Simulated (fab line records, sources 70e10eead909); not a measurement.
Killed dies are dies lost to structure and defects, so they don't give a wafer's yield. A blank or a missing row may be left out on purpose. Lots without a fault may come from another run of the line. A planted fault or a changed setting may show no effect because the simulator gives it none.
Chamber matching | flow nand_harc | NHARC_A_WL_FILL_ALD_19 on ald_metal-04: 4 sister chambers
The step deposits TiN, target thk 2 nm, pulse time 3 s, ald cycles 100. 8 wafers are shown with their chamber, then 9 later ones without.

WAFERS WITH THEIR CHAMBER
wafer  | chamber | heater_power_w (W) | precursor_pulse_height_rel
L088.4 | 1       | 1057               | 1.013
L088.6 | 0       | 1045               | 1.003
L089.2 | 3       | 909                | 1.005
L089.4 | 2       | 1124               | 1.014
L089.5 | 2       | 1153               | 1.031
L089.1 | 0       | 1039               | 0.972
L089.3 | 1       | 1067               | 1.004
L089.6 | 3       | 897                | 1.004

WAFERS WITHOUT THEIR CHAMBER
wafer  | heater_power_w (W) | precursor_pulse_height_rel
L091.1 | 1061               | 0.989
L091.4 | 1053               | 1.018
L091.6 | 1140               | 0.992
L091.2 | 1152               | 1.006
L091.3 | 889                | 0.987
L091.5 | 1079               | 1.005
L097.4 | 1213               | 0.985
L097.5 | 858                | 1.009
L097.6 | 1037               | 1.006

WHICH CHAMBER EACH WENT THROUGH
wafer  | from the rows above     | in truth
L091.1 | can't be placed: 1 or 0 | 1
L091.4 | can't be placed: 1 or 0 | 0
L091.6 | 2                       | 2
L091.2 | 2                       | 2
L091.3 | 3                       | 3
L091.5 | can't be placed: 1 or 0 | 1
L097.4 | 2                       | 2
L097.5 | 3                       | 3
L097.6 | can't be placed: 0 or 1 | 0
Placed correctly: 5 of 9. Can't be placed from these rows: 4 (the true chamber is among the candidates in 4). Placed wrongly: 0.
How it was worked out, from the rows above alone: a wafer's distance from a chamber is the root of the sum, over the readings, of the square of ((its reading less the chamber's mean) divided by the reading's scatter). The wafer belongs to the nearest chamber; if the next one is less than 2 further off, it can't be placed. A chamber's mean is the mean of its shown wafers. The scatter: the root of (the sum of the squares of (reading less its chamber's mean) over the shown wafers, divided by (wafers less chambers)).
